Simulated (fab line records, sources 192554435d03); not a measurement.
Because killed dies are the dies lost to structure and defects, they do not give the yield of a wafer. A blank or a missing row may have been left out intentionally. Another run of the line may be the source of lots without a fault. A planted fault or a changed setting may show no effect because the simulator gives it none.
fab line records	flow n5Finfet
[record] lots = 5	wafers = 15	lastDay = 17
route steps=1938 shown MOL_CONTACT_COAG@567 PASSIVATION@1936
lots that met no fault: taken from a fault-free run of the same line
startH: the number of hours between the record's first day and the start of the first shown wafer of the lot	waitH: how many hours have passed since the lot's step before this one	" unchanged from the row above	L1.1+2: a single row standing in for several wafers	- no value, or no start given	* or withheld: withheld	< > ~ a bound
route shown NAME@n: NAME is a module with steps in the file, n the number in the route of the first one	usual: mean/standard deviation of fault-free wafers	same: alike in all rows	chamber/n: place in a boat	sites: the reading at each site	_std_site: standard deviation of those values	_edge_site: inner sites' mean taken away from outer sites' mean	radiusMm: how far each site lies from the wafer's centre	mask NAME#n: copy n	behind: the most recent tool/chamber to have shaped the wafer	hold: the reason the lot was held/the length of the hold in hours/how it ended	device: which transistor (n, p or np) failed to switch	end of line: the tests these same wafers got at the end of their route	a step without rows: its recipe alone	killed: dies that structure and defects cost at the first sort, which is not the same as the wafer's yield	map: per-die view of a wafer (x killed, . not killed, _ where there is no die)
set.NAME: the setting that was run; set.NAME@STEP: the one run at that earlier step	model.NAME: the simulator's own value behind a step, which no gauge read
lots seen at some steps along the route; tables by step, rows by wafer
services: a tool's chamber out of use, with start hour (startH, from the record's first day; less than 0 if before it), hours out, and reason
[[steps]]
[step N5_MOL_CONTACT_COAG_COAT_78]
[recipe] resist = CAR-EUV	spinRpm = 1500	resistThkNm = 40
[step N5_MOL_CONTACT_COAG_EBR_80]
[recipe] solvent = PGMEA	ebrWidthMm = 1.5
[step N5_MOL_CONTACT_COAG_SOFTBAKE_79]
[recipe] tempC = 110	timeS = 60	resist = CAR-EUV
[step N5_MOL_CONTACT_COAG_EXPOSE_81]
[recipe] maskId = VG	na = 0.33	sourceShape = annular	sigmaInner = 0.3	sigmaOuter = 0.7	polarization = unpolarized	defocusNm = 0	doseMj = 59.5
[step N5_MOL_CONTACT_COAG_PEB_82]
[recipe] pebTempC = 100	pebTimeS = 60	resist = CAR-EUV
[step N5_MOL_CONTACT_COAG_DEVELOP_83]
[recipe] developTimeS = 30	developer = TMAH	resist = CAR-EUV	rinseLiquid = surfactantRinse	dry = airSpin	devTempC = 23
[step N5_MOL_CONTACT_COAG_CD_MEAS_84]
[recipe] targetCdNm = 25.1	landingEnergyEv = 500	detector = seInlens	polarity = opening
[usual] cdNm = 25.19/0.25
lot.wafer	tool	chamber	startH	waitH	cdNm
L839.1	cdSem-01	0	97.74	-	25.75
L839.3	"	0	"	"	25.50
L839.6	"	0	"	"	25.27
L846.1	cdSem-01	0	138.26	-	25.44
L846.5	"	0	"	"	25.49
L846.6	"	0	"	"	25.05
L853.3	cdSem-02	0	180.45	-	25.41
L853.4	"	0	"	"	25.19
L853.5	"	0	"	"	25.47
L858.2	cdSem-03	0	212.61	-	25.52
L858.5	"	0	"	"	25.31
L858.6	"	0	"	"	25.51
L861.3	cdSem-01	0	228.26	-	25.19
L861.4	"	0	"	"	25.51
L861.6	"	0	"	"	25.20
[step N5_MOL_CONTACT_COAG_OVL_MEAS_85]
[recipe] pointsPerWafer = 522
[usual] VG_OVL = -0.2/0.68
lot.wafer	tool	chamber	startH	waitH	VG_OVL[nm]
L839.1	overlay-02	0	97.77	0.0	0.3
L839.3	"	0	"	"	0.1
L839.6	"	0	"	"	0.0
L846.1	overlay-01	0	138.29	0.0	0.1
L846.5	"	0	"	"	0.9
L846.6	"	0	"	"	0.1
L853.3	overlay-02	0	180.49	0.0	0.8
L853.4	"	0	"	"	0.4
L853.5	"	0	"	"	0.7
L858.2	overlay-01	0	212.64	0.0	0.2
L858.5	"	0	"	"	-0.9
L858.6	"	0	"	"	0.6
L861.3	overlay-01	0	228.30	0.0	0.2
L861.4	"	0	"	"	0.6
L861.6	"	0	"	"	0.0
[step N5_MOL_CONTACT_COAG_INSPECT_57]
[recipe] mode = adi	inspectInstrument = brightfield
[usual] rawDefectCount = 205/56
lot.wafer	tool	chamber	startH	waitH	rawDefectCount
L839.1	defectInspect-01	-	97.83	0.1	393
L839.3	"	-	"	"	267
L839.6	"	-	"	"	315
L846.1	defectInspect-01	-	138.35	0.1	287
L846.5	"	-	"	"	137
L846.6	"	-	"	"	207
L853.3	defectInspect-02	-	180.54	0.0	193
L853.4	"	-	"	"	155
L853.5	"	-	"	"	167
L858.2	defectInspect-01	-	212.69	0.0	218
L858.5	"	-	"	"	185
L858.6	"	-	"	"	179
L861.3	defectInspect-01	-	228.35	0.0	234
L861.4	"	-	"	"	258
L861.6	"	-	"	"	253
[step N5_MOL_CONTACT_COAG_DESCUM_88]
[recipe] chemistry = O2	timeS = 7	sourcePowerW = 50	biasPowerW = 20	pressureMtorr = 20	rfFrequencyHz = 2.712e+07	tempC = 40	resist = CAR-EUV	o2FlowSccm = 225
[usual] drypumpMotorCurrentA = 5.6/0.38	oesProductAu = 0.80/0.08	rfVppV = 243.2/1.3	showerheadPlenumPTorr = 2.09/0.054	tempC = 40.01/0.12	throttleValvePct = 20.41/0.27
lot.wafer	tool	chamber	startH	waitH	drypumpMotorCurrentA	oesProductAu	rfHoursCounterH	rfVppV	showerheadPlenumPTorr	tempC	throttleValvePct
L839.1	rieDiel-05	2	97.87	0.0	6.2	0.71	195	244.4	2.14	39.87	20.39
L839.3	"	3	"	"	5.5	0.74	163	243.0	2.09	40.05	20.47
L839.6	"	3	"	"	5.6	0.74	-	243.0	2.09	40.24	20.45
L846.1	rieDiel-01	0	138.38	0.0	5.1	0.85	55	242.3	2.06	40.12	20.19
L846.5	"	3	"	"	5.2	0.88	-	243.2	2.06	39.93	20.53
L846.6	"	0	"	"	5.1	0.86	-	241.8	2.06	40.00	20.19
L853.3	rieDiel-01	0	180.76	0.2	5.1	0.84	72	241.6	2.05	39.99	20.23
L853.4	"	1	"	"	5.6	0.90	34	243.5	2.12	40.09	19.91
L853.5	"	1	"	"	5.6	0.90	-	245.1	2.12	39.99	19.90
L858.2	rieDiel-01	2	212.73	0.0	5.8	0.70	239	243.2	2.05	39.97	20.82
L858.5	"	2	"	"	5.7	0.70	-	242.4	2.05	39.98	20.81
L858.6	"	3	"	"	5.2	0.85	-	240.7	2.05	40.06	20.55
L861.3	rieDiel-01	0	228.57	0.2	5.1	0.82	89	242.7	2.05	39.95	20.25
L861.4	"	1	"	"	5.5	0.89	50	244.4	2.11	39.89	19.92
L861.6	"	1	"	"	5.6	0.88	-	242.8	2.11	39.91	19.94
[step N5_MOL_CONTACT_COAG_ETCH_89]
[recipe] chemistry = N2/H2	target = underlayer	targetDepthA = 130	maskMaterial = CAR-EUV	timeS = 10.4	ionEnergyEv = 200	pressureMtorr = 30	sourceW = 840	biasW = 150	n2FlowSccm = 200	h2FlowSccm = 200	ends = cleared
[usual] drypumpMotorCurrentA = 5.6/0.38	etchRfOnTimeS = 10.30/0.28	n2FlowSccm = 200.0/0.59	oesProductAu = 0.68/0.07	rfVppV = 523.9/2.1	showerheadPlenumPTorr = 2.55/0.073	throttleValvePct = 17.9/0.34
lot.wafer	tool	chamber	startH	waitH	drypumpMotorCurrentA	etchRfOnTimeS	n2FlowSccm	oesProductAu	rfHoursCounterH	rfVppV	showerheadPlenumPTorr	throttleValvePct
L839.1	rieDiel-05	2	97.91	0.0	6.2	10.80	199.4	0.60	195	527.8	2.64	18.1
L839.3	"	3	"	"	5.6	10.18	198.9	0.65	163	525.1	2.54	18.0
L839.6	"	3	"	"	5.6	10.31	200.2	0.64	-	523.6	2.54	17.9
L846.1	rieDiel-01	0	138.42	0.0	5.1	10.24	199.6	0.72	55	521.5	2.48	17.4
L846.5	"	3	"	"	5.2	10.32	198.7	0.74	-	519.8	2.48	17.8
L846.6	"	0	"	"	5.1	10.13	200.8	0.73	-	522.1	2.48	17.5
L853.3	rieDiel-01	0	180.80	0.0	5.1	10.21	199.4	0.71	72	521.5	2.47	17.5
L853.4	"	1	"	"	5.6	9.78	199.6	0.78	34	524.5	2.59	17.5
L853.5	"	1	"	"	5.6	9.82	200.0	0.78	-	524.1	2.59	17.5
L858.2	rieDiel-01	2	212.76	0.0	5.8	10.43	200.5	0.59	239	523.2	2.52	18.5
L858.5	"	2	"	"	5.8	10.44	199.9	0.59	-	522.7	2.52	18.5
L858.6	"	3	"	"	5.2	10.31	200.3	0.71	-	521.6	2.47	17.8
L861.3	rieDiel-01	0	228.61	0.0	5.1	10.18	198.9	0.69	89	522.5	2.46	17.5
L861.4	"	1	"	"	5.6	9.83	200.1	0.75	50	523.4	2.58	17.5
L861.6	"	1	"	"	5.6	9.75	199.4	0.76	-	525.2	2.58	17.6
[step N5_MOL_CONTACT_COAG_ETCH_90]
[recipe] chemistry = CF4	target = SiARC	targetDepthA = 130	maskMaterial = CAR-EUV	timeS = 21.7	ionEnergyEv = 80	pressureMtorr = 40	sourceW = 545	biasW = 36	Ar_flow_sccm = 100	cf4FlowSccm = 100	ends = cleared
[usual] drypumpMotorCurrentA = 5.6/0.38	etchRfOnTimeS = 21.6/0.55	mfcArSccm = 100.0/0.31	oesProductAu = 0.68/0.068	rfVppV = 184.1/1.1	showerheadPlenumPTorr = 2.14/0.053	throttleValvePct = 15.6/0.32
lot.wafer	tool	chamber	startH	waitH	drypumpMotorCurrentA	etchRfOnTimeS	mfcArSccm	oesProductAu	rfHoursCounterH	rfVppV	showerheadPlenumPTorr	throttleValvePct
L839.1	rieDiel-05	2	97.93	0.0	6.2	22.5	99.9	0.61	195	185.5	2.20	15.7
L839.3	"	3	"	"	5.6	21.3	100.0	0.64	163	183.9	2.15	15.7
L839.6	"	3	"	"	5.6	21.2	99.9	0.65	-	183.7	2.15	15.7
L846.1	rieDiel-01	0	138.44	0.0	5.1	20.8	100.0	0.73	55	183.8	2.10	15.3
L846.5	"	3	"	"	5.2	21.4	100.3	0.75	-	182.3	2.09	15.5
L846.6	"	0	"	"	5.1	21.0	100.2	0.73	-	183.4	2.10	15.3
L853.3	rieDiel-01	0	180.82	0.0	5.1	21.1	100.3	0.71	72	184.6	2.09	15.3
L853.4	"	1	"	"	5.5	20.6	100.0	0.78	34	182.8	2.17	15.2
L853.5	"	1	"	"	5.6	20.8	99.7	0.77	-	184.9	2.17	15.2
L858.2	rieDiel-01	2	212.78	0.0	5.8	21.8	99.9	0.59	239	182.6	2.11	16.1
L858.5	"	2	"	"	5.8	22.0	100.2	0.58	-	182.5	2.11	16.1
L858.6	"	3	"	"	5.2	21.7	100.0	0.71	-	183.9	2.08	15.6
L861.3	rieDiel-01	0	228.63	0.0	5.1	21.4	99.9	0.69	89	184.7	2.09	15.4
L861.4	"	1	"	"	5.6	20.4	99.9	0.76	50	185.4	2.17	15.2
L861.6	"	1	"	"	5.6	20.5	100.1	0.75	-	184.9	2.17	15.2
[step N5_MOL_CONTACT_COAG_ALD_131]
[recipe] material = SiO2	targetThkA = 50	tempC = 100	aldPrecursorFamily = BDEAS	aldCoReactant = O2-plasma	pulseTimeS = 1	coReactantPulseTimeS = 1	purgeTimeS = 2	coReactantPurgeTimeS = 2	aldCycles = 35	pressureTorr = 2
[usual] aldCycles = 35/0	heaterPowerW = 83/11	precursorPulseHeightRel = 1.000/0.019
[same] pulseTimeS = 1
lot.wafer	tool	chamber	startH	waitH	aldCycles	heaterPowerW	precursorPulseHeightRel	model.SiO2_of_MOL_CONTACT_COAG_ALD_131.thkNm
L839.1	aldSin-02	1	98.10	0.1	35	76	1.009	5
L839.3	"	3	"	"	35	99	1.016	5
L839.6	"	0	"	"	35	82	0.999	5
L846.1	aldSin-03	3	138.52	0.1	35	69	1.004	5
L846.5	"	0	"	"	35	83	0.977	5
L846.6	"	1	"	"	35	70	0.986	5
L853.3	aldSin-02	3	180.90	0.1	24	100	0.989	3.4
L853.4	"	0	"	"	35	79	0.983	5
L853.5	"	3	"	"	24	100	0.999	3.4
L858.2	aldSin-04	3	212.95	0.1	35	84	0.983	5
L858.5	"	0	"	"	35	80	0.979	5
L858.6	"	1	"	"	35	102	0.997	5
L861.3	aldSin-04	3	228.92	0.3	35	83	0.969	5
L861.4	"	0	"	"	35	81	0.996	5
L861.6	"	2	"	"	35	64	0.997	5
[step N5_MOL_CONTACT_COAG_ETCHBACK_132]
[recipe] chemistry = CHF3	target = SiO2	targetDepthA = 100	timeS = 6.7	ionEnergyEv = 200	pressureMtorr = 30	sourceW = 610	biasW = 170	Ar_flow_sccm = 200	CHF3_flow_sccm = 50
[usual] CHF3_flow_sccm = 50.02/0.15	drypumpMotorCurrentA = 5.6/0.41	mfcArSccm = 200.0/0.58	oesProductAu = 0.81/0.086	rfVppV = 529/7.4	showerheadPlenumPTorr = 2.38/0.07	throttleValvePct = 18.7/0.31
lot.wafer	tool	chamber	startH	waitH	CHF3_flow_sccm	drypumpMotorCurrentA	mfcArSccm	oesProductAu	rfHoursCounterH	rfVppV	showerheadPlenumPTorr	throttleValvePct
L839.1	rieDiel-01	2	98.43	0.2	49.95	5.8	199.5	0.72	194	525	2.35	19.0
L839.3	"	0	"	"	50.13	5.1	199.0	0.88	37	528	2.33	18.3
L839.6	"	2	"	"	50.04	5.8	199.2	0.73	-	525	2.35	19.0
L846.1	rieDiel-05	0	138.70	0.1	49.94	5.5	200.0	0.84	52	534	2.49	18.2
L846.5	"	2	"	"	49.96	6.2	201.0	0.70	-	525	2.45	18.9
L846.6	"	3	"	"	50.10	5.6	200.0	0.74	-	513	2.39	18.9
L853.3	rieDiel-05	0	181.08	0.1	50.00	5.5	200.1	0.81	67	533	2.49	18.3
L853.4	"	2	"	"	49.89	6.2	200.2	0.68	226	526	2.44	18.9
L853.5	"	0	"	"	49.97	5.5	199.9	0.81	-	535	2.49	18.3
L858.2	rieDiel-01	3	213.13	0.1	49.77	5.2	200.6	0.83	63	535	2.32	18.8
L858.5	"	0	"	"	50.13	5.1	200.7	0.81	-	528	2.31	18.4
L858.6	"	3	"	"	50.09	5.2	200.4	0.84	-	536	2.32	18.8
L861.3	rieDiel-03	3	229.24	0.2	50.03	5.6	200.8	0.79	118	531	2.49	18.7
L861.4	"	0	"	"	50.06	5.5	200.1	1.00	1	526	2.54	18.2
L861.6	"	3	"	"	49.88	5.6	199.6	0.80	-	532	2.49	18.8
[step N5_PASSIVATION_PROBE_49]
[usual] killed_at_M0_to_M3 = 32/9.7	killed_at_M4_up = 14/5.3	killedAtContacts = 11/6	killedAtFrontEnd = 39/14	killedAtOther = 3.3/2.7	killedDies = 100/17	killedOnRim = 14/4	killedOpen = 66/13	killedShort = 32/7.4
[same] grossDies = 1180	killedAtBackSide = 0
lot.wafer	tool	chamber	startH	waitH	killed_at_M0_to_M3	killed_at_M4_up	killedAtContacts	killedAtFrontEnd	killedAtOther	killedDies	killedOnRim	killedOpen	killedShort
L839.1	prober-02	-	283.41	0.0	45	12	8	26	4	95	17	64	31
L839.3	prober-02	-	283.51	0.1	34	9	6	24	2	75	10	47	27
L839.6	prober-02	-	283.66	0.3	28	21	9	18	7	83	17	49	34
L853.3	prober-01	-	342.84	0.1	22	12	834	40	3	911	122	46	46
L853.4	prober-01	-	342.89	0.2	20	13	22	31	5	91	13	64	27
L853.5	prober-01	-	342.94	0.2	28	9	840	35	5	917	123	73	29
L858.2	prober-02	-	377.50	0.1	28	17	21	42	1	109	14	62	47
L861.3	prober-01	-	398.51	0.1	35	9	9	57	7	117	16	70	41
L861.4	prober-01	-	398.56	0.2	29	9	9	37	1	85	14	56	27
L861.6	prober-01	-	398.66	0.3	34	14	8	65	3	124	22	81	35
// killed by level:class
L839.1 BEOL_M1:geometricParticle:open=8 BEOL_M3:geometricParticle:open=8 BEOL_M2:geometricParticle:open=8 FIN_SAQP:geometricParticle:open=6 STI_FIN_REVEAL:geometricParticle:open=6 BEOL_M0_SAQP:geometricParticle:short=6 MOL_CONTACT_COAG:geometricParticle:open=5 BEOL_M2:geometricParticle:short=5
L839.3 BEOL_M2:geometricParticle:open=9 STI_FIN_REVEAL:geometricParticle:open=8 BEOL_M1:geometricParticle:open=8 BEOL_M0_SAQP:geometricParticle:short=6 FIN_SAQP:geometricParticle:open=5 FIN_SAQP:geometricParticle:short=4 MOL_CONTACT_COAG:geometricParticle:short=4 BEOL_M2:geometricParticle:short=3
L839.6 BEOL_M0_SAQP:geometricParticle:short=9 BEOL_M4:geometricParticle:open=9 BEOL_M3:geometricParticle:open=8 MOL_CONTACT_COAG:geometricParticle:open=6 BEOL_M2:geometricParticle:open=6 BEOL_M5:geometricParticle:open=4 STI_FIN_REVEAL:geometricParticle:open=3 DUMMY_GATE:geometricParticle:open=3
L853.3 MOL_CONTACT_COAG:areaAld=819 FIN_SAQP:geometricParticle:short=12 GATE_CUT:geometricParticle:short=11 MOL_CONTACT_COAG:geometricParticle:open=9 BEOL_M2:geometricParticle:open=6 MOL_CONTACT_COAG:geometricParticle:short=6 BEOL_M2:geometricParticle:short=4 BEOL_M3:geometricParticle:open=4
L853.4 MOL_CONTACT_COAG:geometricParticle:open=19 STI_FIN_REVEAL:geometricParticle:open=5 DUMMY_GATE:geometricParticle:open=4 BEOL_M2:geometricParticle:open=4 BEOL_M3:geometricParticle:open=4 BEOL_M4:geometricParticle:open=4 PAD_METAL:geometricParticle:open=4 STARTING-WAFER:geometricParticle:open=4
L853.5 MOL_CONTACT_COAG:areaAld=815 MOL_CONTACT_COAG:geometricParticle:open=21 BEOL_M2:geometricParticle:open=12 FIN_SAQP:geometricParticle:open=8 BEOL_M0_SAQP:geometricParticle:short=6 BEOL_M4:geometricParticle:open=4 FIN_SAQP:geometricParticle:short=4 MOL_CONTACT_COAG:geometricParticle:short=4
L858.2 MOL_CONTACT_COAG:geometricParticle:open=15 FIN_SAQP:geometricParticle:short=13 STI_FIN_REVEAL:geometricParticle:open=7 BEOL_M4:geometricParticle:open=7 BEOL_M1:geometricParticle:short=7 BEOL_M2:geometricParticle:open=7 MOL_CONTACT_COAG:geometricParticle:short=6 BEOL_M0_SAQP:geometricParticle:short=6
L861.3 GATE_CUT:geometricParticle:short=11 FIN_SAQP:geometricParticle:open=9 BEOL_M0_SAQP:geometricParticle:open=9 BEOL_M3:geometricParticle:open=8 GATE_CUT:geometricParticle:open=7 BEOL_M2:geometricParticle:open=7 STARTING-WAFER:geometricParticle:open=6 MOL_CONTACT_COAG:geometricParticle:open=5
L861.4 STI_FIN_REVEAL:geometricParticle:open=8 BEOL_M2:geometricParticle:open=8 BEOL_M3:geometricParticle:open=7 MOL_CONTACT_COAG:geometricParticle:open=6 ILD0:geometricParticle:short=5 BEOL_M0_SAQP:geometricParticle:short=5 FIN_SAQP:geometricParticle:short=4 FIN_SAQP:geometricParticle:open=4
L861.6 BEOL_M0_SAQP:geometricParticle:open=10 FIN_SAQP:geometricParticle:open=9 BEOL_M0_SAQP:geometricParticle:short=9 FIN_SAQP:geometricParticle:short=7 STI_FIN_REVEAL:geometricParticle:open=7 GATE_CUT:geometricParticle:open=7 ILD0:geometricParticle:open=6 ILD0:geometricParticle:short=6
// map L853.5 (x killed, . not)
_________________xx.xx..xxxxx________________
______________xxx.x.xx.xxxxxxxx._____________
___________xxxxxx.xx.xx..x.xxx.xxx.__________
__________x.xx.xxxxxx.xxxx.xxxxxx.xx_________
________xx.xxxx..xxxxxxxxxxxxxxxxxxx.x_______
_______xxxxxxx.x.xxxx.xxx.xxx.xxx.xxxx.______
______xxxxxx..x.xxxx.xxx..xxxxx.x..xxxxx_____
_____xxxx...x.xxxxxxxxxxx.xxx.xx..xxxx.xx____
____.x.xx.xxxxxxxx.xx..xxxxx..x.xxxxxxxxxx___
___xxxx.x.xx.xxxx.xx.xxx.xxxx.x.xxxx.xxxx.x__
___.xxxxx.xxxxxxxxxxxxxx.xxxxx.xxxxxxxx.xxx__
__.x.xxxxxxxxx.xxxxxxxxxx.xxx.xx.x.xx.x.xxxx_
__xxxx.xx..xxxxxxxxxx.x.xx.xxxxxxxxxxxx.xxxx_
_x..xxxxxxxxxxxxxx.x.x....xxxxxxxx.xxxxxxxx.x
_x.xxx..xxxx...xxx..xx.x.xxxxx.xxxxx.x.xxxxxx
_xx.xxxxx.xxx.xx...xxx.xxxxxxxx.xxxx.xx.xxxxx
_xxx.x.xxxxxxx.xxxxx.xxxxxxxxxxx.xxxxxxx.xxx.
_x.x.xxxxxx.xxxxxxxx.x.xxxx.x..xxxx.xx.xxxxxx
_xx..x.x.x..xx..xxxxxxxxxxx...x.xxxxxxxxxxxxx
_x.xxxxx..xx.xxxx..xxxxx.xxxxx.xxxxxxx.xx...x
_xxxx.xx.xxxxxxxxxx.xxxxxxx.xxxx.xxxxxxxxx.x.
__xxxxxxxxxxxx.xxxx.xxxxxx.xxxxx..xx.x.x.xxx_
__xxx..xxxxxxxxxxxxx.xxx...xx.xxxxxxxx.xxx.x_
___x.xxxxxxxxxxxx.x.xxx.xx.xxxxxxx.xx.xx.xx__
___xxx..xxxx.xxxx.xxxxx.xxxx.x.xxxx.xxxxx.x__
____x.x.xxx...xxxxxxxxxx..xxxxx.xxx.x.xx.x___
_____xxxxxx.x.xxxxxxxxxxxxxxxxxxxxxxx.xxx____
______..xxxx...xx.x.xxx..x.xxxxxxxxx.xxx_____
_______xxxx.x.xxx.xxx.x..xxx..xxxxxxxx.______
________x.xxx.xxxxxxxx.xx.x..xxxx..xxx_______
__________xxxx...xx..xxxx.x.xxx.xxxx_________
___________.xxx..x.xx.xxxxxxx.xxxxx__________
______________xxxxxx.x.xxxxxxxxx_____________
_________________xxx.xxxxxx.x________________
// map L839.1 (x killed, . not)
_________________......x.x..x________________
______________.........x........_____________
___________.............x..........__________
__________......x..................._________
________.....x...............x......x._______
_______......................x.x.......______
______.................................._____
_____.x...................x............x.____
____x....x........................x.......___
___....x..x...........x.x..........x.......__
___x...........x.............x.............__
__.........x..x...................x........._
__............................x.....x......._
_x..........x...x..x.............x........x..
_.....x............x.............x.x.........
_.............x.........x.................x..
_............x........x............x.........
_.....x.....x..........................x.....
_.............x.....x..................x.....
_...x.x...............x..............x.......
_.......................x.........x..x.......
__.....x...x..........x............x........_
__.x........x............xxx..x...x.....xx.._
___.........................x..............__
___.................x....................xx__
____.xx.........................x.....x...___
_____....x.x............x..x.............____
______.......x.......x.................._____
_______......................x.........______
________................x.........x..._______
__________.x......x................._________
___________......x...............x.__________
______________...x.............._____________
_________________x...........________________
[[services]]
tool	chamber	startH	hours	kind
rieDiel-05	0	77.23	7.1	repair
rieDiel-03	1	79.92	-	clean
rieDiel-03	1	79.92	-	consumableReplace:focusRing
rieDiel-03	1	79.92	18.9	scheduledDown
rieDiel-03	1	79.92	18.9	ventCycle
aldSin-03	-	85.54	14.0	pm
aldSin-03	0	85.54	14.0	ventCycle
aldSin-03	1	85.54	14.0	ventCycle
aldSin-03	2	85.54	14.0	ventCycle
aldSin-03	3	85.54	14.0	ventCycle
aldSin-02	-	88.84	0.5	repair
rieDiel-01	1	94.09	2.9	repair
aldSin-03	0	99.54	-	clean
aldSin-03	1	99.54	-	clean
aldSin-03	2	99.54	-	clean
aldSin-03	3	99.54	-	clean
rieDiel-05	0	122.16	10.0	repair
rieDiel-03	-	128.90	15.6	pm
rieDiel-03	0	168.28	7.7	repair
rieDiel-01	-	178.16	0.7	repair
aldSin-03	-	183.57	6.1	pm
rieDiel-03	0	190.42	-	clean
rieDiel-03	0	190.42	-	consumableReplace:esc
rieDiel-05	1	213.01	3.8	repair
[[key]]
[firstSign] step = N5_MOL_CONTACT_COAG_ALD_131	reading = aldCycles	direction = down	sigmas = 99+	usual = *	struck = *
[effect] step = N5_PASSIVATION_PROBE_49	reading = killedAtContacts	direction = up	sigmas = 99+	usual = 11	struck = 837
[modelEffect] step = N5_MOL_CONTACT_COAG_ALD_131	value = SiO2_of_MOL_CONTACT_COAG_ALD_131.thkNm	without = 5	struck = 3.4
[moreKillsBornAt] N5_MOL_CONTACT_COAG_ALD_131@aldSin-02 = 1634
metAt N5_MOL_CONTACT_COAG_ALD_131
struckWafers L853.3,L853.5
laterRowsLeftOut L853.3,L853.5
testerLeftOut L853
onsetBetween 98.10 180.90
[fault] kind = processParameterDrift	tool = aldSin-02	chamber = 3	onsetH = 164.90	steps = N5_MOL_CONTACT_COAG_ALD_131	channel = aldCycles	offset = *	shape = step	endH = 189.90	actsIn = *	stated = *
// testerLeftOut: of these lots the tester's yield and bins aren't shown, on N5 and GAA mostly nor the transistor test; their killed dies are dies lost to structure and defects alone, not to doping, threshold or leakage, so they don't give the yield
// laterRowsLeftOut: the simulator's readings of these wafers behind a module that went badly wrong aren't trusted and aren't shown, but for the sort
